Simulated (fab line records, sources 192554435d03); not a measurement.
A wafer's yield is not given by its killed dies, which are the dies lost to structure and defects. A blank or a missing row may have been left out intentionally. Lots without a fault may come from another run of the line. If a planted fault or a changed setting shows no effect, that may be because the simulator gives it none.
Split-lot trial / flow n5 finfet / 7 lots, 21 wafers read, on a route of 1938 steps

## THE SPLIT
At N5_BEOL_M10_COAT_64 (time 60 s, resist thk 30 nm), the setting spin rpm was moved away from the recipe's 1500 rpm on 10 of the 21 wafers read, by -9.6% to +7.9%. This setting was run at the recipe's value on the other wafers.

## FROM THE SPLIT TO THE READING: what the file shows between them, 4 steps
- N5_BEOL_M10_COAT_22: resist thk 90 nm
- N5_BEOL_M10_EBR_24
- N5_BEOL_M10_DESCUM_33: chemistry O2, time 7.9 s
- N5_BEOL_M10_ETCH_65: etches SiARC in CF4, target depth 39 nm, time 65 s

## THE READING
SiARC_of_BEOL_M10_COAT_64.thk nm (the simulator's own value, which no gauge read), in nm, at N5_BEOL_M10_ETCH_66 (etches SOC in N2/H2, target depth 120 nm, overetch 24 nm, time 180 s). No usual value for it is given in the file. The 11 wafers here that ran the recipe average 22.8 nm, standard deviation 0.2 nm.

wafer=L079.1; tool, chamber at the split=litho track-05, 0; spin rpm as run, rpm=1398; against the recipe=-6.8%; SiARC_of_BEOL_M10_COAT_64.thk nm, nm=23.6; against lot-mates on the recipe=+1.0
wafer=L079.4; tool, chamber at the split=litho track-05, 0; spin rpm as run, rpm=1500; against the recipe=recipe; SiARC_of_BEOL_M10_COAT_64.thk nm, nm=22.6; against lot-mates on the recipe=-
wafer=L079.6; tool, chamber at the split=litho track-05, 0; spin rpm as run, rpm=1398; against the recipe=-6.8%; SiARC_of_BEOL_M10_COAT_64.thk nm, nm=23.6; against lot-mates on the recipe=+1.0
wafer=L080.1; tool, chamber at the split=litho track-03, 0; spin rpm as run, rpm=1500; against the recipe=recipe; SiARC_of_BEOL_M10_COAT_64.thk nm, nm=23; against lot-mates on the recipe=-
wafer=L080.5; tool, chamber at the split=litho track-03, 0; spin rpm as run, rpm=1500; against the recipe=recipe; SiARC_of_BEOL_M10_COAT_64.thk nm, nm=22.8; against lot-mates on the recipe=-
wafer=L080.6; tool, chamber at the split=litho track-03, 0; spin rpm as run, rpm=1500; against the recipe=recipe; SiARC_of_BEOL_M10_COAT_64.thk nm, nm=22.6; against lot-mates on the recipe=-
wafer=L082.1; tool, chamber at the split=litho track-04, 0; spin rpm as run, rpm=1356; against the recipe=-9.6%; SiARC_of_BEOL_M10_COAT_64.thk nm, nm=24.4; against lot-mates on the recipe=+1.4
wafer=L082.2; tool, chamber at the split=litho track-04, 0; spin rpm as run, rpm=1500; against the recipe=recipe; SiARC_of_BEOL_M10_COAT_64.thk nm, nm=23; against lot-mates on the recipe=-
wafer=L082.6; tool, chamber at the split=litho track-04, 0; spin rpm as run, rpm=1356; against the recipe=-9.6%; SiARC_of_BEOL_M10_COAT_64.thk nm, nm=24.4; against lot-mates on the recipe=+1.4
wafer=L084.2; tool, chamber at the split=litho track-03, 0; spin rpm as run, rpm=1500; against the recipe=recipe; SiARC_of_BEOL_M10_COAT_64.thk nm, nm=22.8; against lot-mates on the recipe=-
wafer=L084.3; tool, chamber at the split=litho track-03, 0; spin rpm as run, rpm=1619; against the recipe=+7.9%; SiARC_of_BEOL_M10_COAT_64.thk nm, nm=21.6; against lot-mates on the recipe=-1.3
wafer=L084.4; tool, chamber at the split=litho track-03, 0; spin rpm as run, rpm=1500; against the recipe=recipe; SiARC_of_BEOL_M10_COAT_64.thk nm, nm=23; against lot-mates on the recipe=-
wafer=L089.3; tool, chamber at the split=litho track-04, 0; spin rpm as run, rpm=1443; against the recipe=-3.8%; SiARC_of_BEOL_M10_COAT_64.thk nm, nm=23.2; against lot-mates on the recipe=+0.2
wafer=L089.4; tool, chamber at the split=litho track-04, 0; spin rpm as run, rpm=1500; against the recipe=recipe; SiARC_of_BEOL_M10_COAT_64.thk nm, nm=23; against lot-mates on the recipe=-
wafer=L089.5; tool, chamber at the split=litho track-04, 0; spin rpm as run, rpm=1443; against the recipe=-3.8%; SiARC_of_BEOL_M10_COAT_64.thk nm, nm=23.2; against lot-mates on the recipe=+0.2
wafer=L087.1; tool, chamber at the split=litho track-03, 0; spin rpm as run, rpm=1500; against the recipe=recipe; SiARC_of_BEOL_M10_COAT_64.thk nm, nm=22.6; against lot-mates on the recipe=-
wafer=L087.4; tool, chamber at the split=litho track-03, 0; spin rpm as run, rpm=1427; against the recipe=-4.9%; SiARC_of_BEOL_M10_COAT_64.thk nm, nm=23.6; against lot-mates on the recipe=+1.0
wafer=L087.6; tool, chamber at the split=litho track-03, 0; spin rpm as run, rpm=1427; against the recipe=-4.9%; SiARC_of_BEOL_M10_COAT_64.thk nm, nm=23.4; against lot-mates on the recipe=+0.8
wafer=L095.1; tool, chamber at the split=litho track-04, 0; spin rpm as run, rpm=1375; against the recipe=-8.3%; SiARC_of_BEOL_M10_COAT_64.thk nm, nm=24.2; against lot-mates on the recipe=+1.6
wafer=L095.3; tool, chamber at the split=litho track-04, 0; spin rpm as run, rpm=1500; against the recipe=recipe; SiARC_of_BEOL_M10_COAT_64.thk nm, nm=22.8; against lot-mates on the recipe=-
wafer=L095.6; tool, chamber at the split=litho track-04, 0; spin rpm as run, rpm=1500; against the recipe=recipe; SiARC_of_BEOL_M10_COAT_64.thk nm, nm=22.4; against lot-mates on the recipe=-

THE FIT
A straight line over all 21 wafers: SiARC_of_BEOL_M10_COAT_64.thk nm changes by -0.153 nm for each +1% of spin rpm; r = -0.96; the points scatter about the line by 0.19 nm.
The same after taking each lot's own level away (the mean of its wafers on the recipe; 21 wafers): -0.156 nm for each +1%; r = -0.97; scatter 0.19 nm.
That fit puts the effect of the largest move of spin rpm on the reading at 1.5 nm.
From 22.60 to 23.00 nm: that is the span of the lots' own levels, equal to 2.0 times the standard deviation above.
Consequently the slope shifts little with the lot-to-lot level, the two slopes agreeing.
Check: +1.49 nm against its lot-mates is what the line predicts for one of the wafers moved furthest among these (-9.6%) when that wafer is left out of the fit. Against them it came out at +1.4 nm.

## THE WHOLE CHAIN: every reading that the file lists as answering this split, in the file's order
step=N5_BEOL_M10_COAT_64; what it does=time 60 s, resist thk 30 nm; reading=SiARC_of_BEOL_M10_COAT_64.thk nm (the simulator's own value, which no gauge read); change (the file's fit)=-0.149 nm for each +1% of the setting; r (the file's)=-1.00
step=N5_BEOL_M10_ETCH_65; what it does=etches SiARC in CF4, target depth 39 nm, time 65 s; reading=etch.depth nm (the simulator's own value, which no gauge read); change (the file's fit)=-0.155 nm for each +1% of the setting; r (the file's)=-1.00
step=N5_BEOL_M10_ETCH_65; what it does=etches SiARC in CF4, target depth 39 nm, time 65 s; reading=CAR-ArF_of_BEOL_M10_COAT_22.thk nm (the simulator's own value, which no gauge read); change (the file's fit)=+0.147 nm for each +1% of the setting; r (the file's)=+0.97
step=N5_BEOL_M10_ETCH_66; what it does=etches SOC in N2/H2, target depth 120 nm, overetch 24 nm, time 180 s; reading=SiARC_of_BEOL_M10_COAT_64.thk nm (the simulator's own value, which no gauge read); change (the file's fit)=-0.159 nm for each +1% of the setting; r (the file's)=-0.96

## FILE'S OWN FIT
SiARC_of_BEOL_M10_COAT_64.thk nm changes by -0.159 nm for each +1% of spin rpm, r = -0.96.
